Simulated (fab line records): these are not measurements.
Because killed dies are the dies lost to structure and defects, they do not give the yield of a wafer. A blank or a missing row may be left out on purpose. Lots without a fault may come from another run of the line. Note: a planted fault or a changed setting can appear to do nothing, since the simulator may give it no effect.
Lot-split experiment + flow n5-finfet + 7 lots, 21 wafers read, on a route of 1938 steps

ON THE SPLIT
At N5_PASSIVATION_ETCH_59 (etches TaN in Cl2/BCl3, target depth 65 nm, time 34.9 s), the setting time-s was moved away from the recipe's 34.9 s on 10 of the 21 wafers read, by -12.8% to +21.2%. The other wafers ran this setting at the recipe's value.

The reading is taken at the split's own step.

THE READING
etch.depth-nm (the simulator's own value, which no gauge read), in nm, at N5_PASSIVATION_ETCH_59 (etches TaN in Cl2/BCl3, target depth 65 nm, time 34.9 s). No usual value for it is given in the file. Across the 11 wafers here that went through the recipe, the average is 67.69 nm and the standard deviation 2.4 nm.

| wafer  | tool, chamber at the split | time-s as run, s | against the recipe | etch.depth-nm, nm | against lot-mates on the recipe |
|--------|----------------------------|------------------|--------------------|-------------------|---------------------------------|
| L079.2 | rie-metal-01, 0            | 34.9             | recipe             | 63.64             | -                               |
| L079.3 | rie-metal-01, 0            | 34.9             | recipe             | 63.38             | -                               |
| L079.4 | rie-metal-01, 1            | 34.9             | recipe             | 68.4              | -                               |
| L081.3 | rie-metal-02, 1            | 34.9             | recipe             | 70.82             | -                               |
| L081.5 | rie-metal-02, 0            | 34.9             | recipe             | 66.41             | -                               |
| L081.6 | rie-metal-02, 1            | 42.31            | +21.2%             | 86.18             | +17.57                          |
| L085.1 | rie-metal-03, 0            | 34.9             | recipe             | 67.28             | -                               |
| L085.4 | rie-metal-03, 1            | 34.9             | recipe             | 67.82             | -                               |
| L085.6 | rie-metal-03, 1            | 34.9             | recipe             | 67.93             | -                               |
| L088.2 | rie-metal-03, 1            | 30.45            | -12.8%             | 59.12             | -8.53                           |
| L088.3 | rie-metal-03, 1            | 34.9             | recipe             | 67.65             | -                               |
| L088.4 | rie-metal-03, 0            | 30.45            | -12.8%             | 59.69             | -7.96                           |
| L089.2 | rie-metal-02, 0            | 38.82            | +11.2%             | 73.25             | +2.94                           |
| L089.5 | rie-metal-02, 0            | 38.82            | +11.2%             | 73.24             | +2.93                           |
| L089.6 | rie-metal-02, 1            | 34.9             | recipe             | 70.31             | -                               |
| L094.2 | rie-metal-03, 0            | 38.9             | +11.5%             | 75.48             | no lot-mate on the recipe       |
| L094.3 | rie-metal-03, 1            | 38.9             | +11.5%             | 76                | no lot-mate on the recipe       |
| L094.4 | rie-metal-03, 0            | 38.9             | +11.5%             | 75.71             | no lot-mate on the recipe       |
| L096.1 | rie-metal-02, 0            | 30.91            | -11.4%             | 59.14             | -11.80                          |
| L096.2 | rie-metal-02, 1            | 34.9             | recipe             | 70.94             | -                               |
| L096.4 | rie-metal-02, 0            | 30.91            | -11.4%             | 58.89             | -12.05                          |

THE FIT
A straight line over all 21 wafers: etch.depth-nm changes by +0.716 nm for each +1% of time-s; r = +0.95; the points scatter about the line by 2.2 nm.
The same after taking each lot's own level away (the mean of its wafers on the recipe; 18 wafers): +0.712 nm for each +1%; r = +0.93; scatter 2.5 nm.
According to that fit, moving time-s by its largest amount changes the reading by 15 nm.
Measured against the standard deviation above, the lots' own levels, which go from 65.140 to 70.940 nm, span 2.4 times it.
The two slopes are in agreement: the lot-to-lot level therefore moves the slope only a little.
Check: for one of the wafers moved furthest among these (+21.2%), held out of the fit, the line's prediction against its lot-mates is +12.1 nm. Against them it came out at +17.6 nm.

THE FILE'S OWN FIT
etch.depth-nm changes by +0.744 nm for each +1% of time-s, r = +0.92.
